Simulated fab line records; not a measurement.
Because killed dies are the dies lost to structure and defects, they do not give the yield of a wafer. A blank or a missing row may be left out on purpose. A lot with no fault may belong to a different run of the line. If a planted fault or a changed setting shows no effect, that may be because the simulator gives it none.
Which tool did it? ; flow nand-harc ; 6 lots, 18 wafers sampled, at 2 steps of a route of 1302

## WHAT THE GAUGES READ, wafer by wafer
NHARC_A_CHANNEL_HOLE_D1_CD_MEAS_10 targets a cd of 100 nm.
lot;measured;on;cd-nm (nm)
L497;day 9 04:44;cd-sem-02;99.3 99.6 99.2
L499;day 10 00:12;cd-sem-02;99.6 99.9 99.7
L503;day 11 22:43;cd-sem-02;94.8 95.5 94.8
L511;day 15 09:14;cd-sem-01;98.9 99.6 98.9
L513;day 15 19:36;cd-sem-02;99.3 99.4 99.6
L517;day 17 09:23;cd-sem-02;99.3 99.9 98.9

## WHAT TOOL EACH LOT RAN ON (gives the tool, then ch and the chambers of the sampled wafers, and finally the start)
lot;NHARC_A_CHANNEL_HOLE_D1_PEB_08
L497;litho-track-01 ch 0, day 9 04:39
L499;litho-track-01 ch 0, day 10 00:07
L503;litho-track-04 ch 0, day 11 22:38
L511;litho-track-04 ch 0, day 15 09:10
L513;litho-track-04 ch 0, day 15 19:31
L517;litho-track-04 ch 0, day 17 09:18
- NHARC_A_CHANNEL_HOLE_D1_PEB_08: peb time 65 s.

## THE ANSWER, worked out from the rows above alone
Rule: the usual values come from the lots themselves. The widest of any qualifying gaps counts: lots, ordered by their means at a reading, are off when they make up no more than a third of the lots, leave a main group of 4 or more, and stand apart from it by 3 or more times the standard deviation of that group's means. The tables above print the reading to a certain number of digits; a main group whose means all agree to those digits is not used. Also off: a lot with no number at a reading for which 4 or more lots have one. All remaining lots with rows at the step are treated as sound.
Off at NHARC_A_CHANNEL_HOLE_D1_CD_MEAS_10 (cd-nm): L503. Main group: mean 99.4 nm, sd 0.19.
A tool fits if, at a process step before that reading, it ran every lot that is off, and no sound lot after the first of them. The gauges at NHARC_A_CHANNEL_HOLE_D1_CD_MEAS_10 are tried like those tools. Of those tried, none fits.

## WHAT WAS PUT IN BY THE SIMULATOR
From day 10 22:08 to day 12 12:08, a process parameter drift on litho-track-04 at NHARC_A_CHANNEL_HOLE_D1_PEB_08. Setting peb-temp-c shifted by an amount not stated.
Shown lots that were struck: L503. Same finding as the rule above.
